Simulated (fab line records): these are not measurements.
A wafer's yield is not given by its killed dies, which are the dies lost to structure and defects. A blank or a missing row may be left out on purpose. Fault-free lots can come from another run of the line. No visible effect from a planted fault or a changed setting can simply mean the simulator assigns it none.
Comparing a struck lot with a sound one | flow n5-finfet | 16 out of 1938 route steps
Sound: wafers L463.1, L463.2, L463.4. Wafers struck: L477.1, L477.3, L477.6. Last of all comes the cause.
Per side, at each step with rows, come the tool, then ch with its chambers, and then its first start. Under that, the readings that differ: sound wafers | struck wafers | difference of the means | sigmas: that difference in standard deviations of wafers without a fault.
alike: same words and numbers on both sides, and readings whose means sit less than 2 such deviations apart. not compared: any withheld reading, any reading some wafer has no value for, any bound like >300 that may hide the same value, and any number with overlapping values for which the record gives no deviation.
A row with sigmas, a row that says differs or no value, or rows on one side alone: a step with any of these is where the two part. Non-overlapping numbers with no deviation appear without sigmas and do not part them. Lack of a reading on every wafer of one side parts them only where that side has two or more wafers.

first, 3 steps without rows for these wafers: N5_BEOL_M1_SURFACE_TREAT_85; N5_BEOL_M1_CVD_47 (deposits Co from CCTBA/H2, target thk 3 nm, time 223.8 s); N5_BEOL_M1_SPUTTER_48 (material Cu, target thk 4.5 nm, time 8.29 s).
N5_BEOL_M1_ANNEAL_49: time 240 s.
  sound on pvd-sputter-03 at day 6 13:41; struck on pvd-sputter-01 at day 10 02:47
  alike: heater-power-w
N5_BEOL_M1_SPUTTER_79: material Cu, target thk 4.5 nm, time 8.29 s.
  sound on pvd-sputter-03 at day 6 13:49; struck on pvd-sputter-01 at day 10 02:55
  alike: chamber-pressure-pa, throttle-valve-pct
N5_BEOL_M1_ANNEAL_80: time 240 s.
  sound on pvd-sputter-03 at day 6 13:54; struck on pvd-sputter-01 at day 10 03:00
  alike: heater-power-w
N5_BEOL_M1_SPUTTER_81: material Cu, target thk 4.5 nm, time 8.29 s.
  sound on pvd-sputter-03 at day 6 14:02; struck on pvd-sputter-01 at day 10 03:08
  alike: chamber-pressure-pa, throttle-valve-pct
then, 1 step without rows for these wafers: N5_BEOL_M1_ANNEAL_82 (time 240 s).
N5_BEOL_M1_SPUTTER_86: material Cu, target thk 4.5 nm, time 8.29 s.
  sound on pvd-sputter-03 at day 6 14:16; struck on pvd-sputter-01 at day 10 03:22
  alike: chamber-pressure-pa, throttle-valve-pct
then, 3 steps without rows for these wafers: N5_BEOL_M1_ANNEAL_87 (time 240 s); N5_BEOL_M1_SPUTTER_88 (material Cu, target thk 4.5 nm, time 8.29 s); N5_BEOL_M1_ANNEAL_89 (time 240 s).
N5_BEOL_M1_SPUTTER_90: material Cu, target thk 4.5 nm, time 8.29 s.
  sound on pvd-sputter-03 at day 6 14:42; struck on pvd-sputter-01 at day 10 03:48
  reading                  | sound                   | struck                  | difference | sigmas
  chamber-pressure-pa (Pa) | 0.07003 0.07004 0.06972 | 0.07541 0.07531 0.07538 | +0.00544   | +39
  alike: throttle-valve-pct
then, 1 step without rows for these wafers: N5_BEOL_M1_ANNEAL_91 (time 240 s).
N5_BEOL_M4_RC_MEAS_101:
  sound on prober-02 ch 0, day 8 04:15; struck on prober-02 ch 0, day 11 18:58
  alike: DIBL_N, DIBL_P, IOFF_N, IOFF_P, ION_N, ION_P, SS_N, SS_P, VT_N, VT_P
-- a jump in the record: the struck wafers' starts before and after are 5 days apart (it breaks off in module BEOL_M4 and resumes in module PASSIVATION, where the first step shown is number 1936 of the route) --
N5_PASSIVATION_PROBE_49:
  sound on prober-02 at day 12 15:05; struck on prober-01 at day 16 11:08
  reading             | sound    | struck   | difference | sigmas
  killed-at-front-end | 46 36 54 | 16 32 21 | -22        | -2
  alike: defect-limited-yield, killed_at_M0_to_M3, killed_at_M4_up, killed-at-contacts, killed-at-other, killed-dies, killed-open, killed-short, sort_bin_5_function, sort_bin_6_memory, sort-n-pass, sort-yield-pct

WHERE THEY PART
At N5_BEOL_M1_SPUTTER_90 first; at N5_PASSIVATION_PROBE_49 last (within this record only).

WHY: whatever the simulator had introduced
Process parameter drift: pvd-sputter-01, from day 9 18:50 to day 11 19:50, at N5_BEOL_M1_SPUTTER_90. From 0.07, the setting chamber-pressure-pa moved by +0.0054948. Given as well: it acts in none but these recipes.
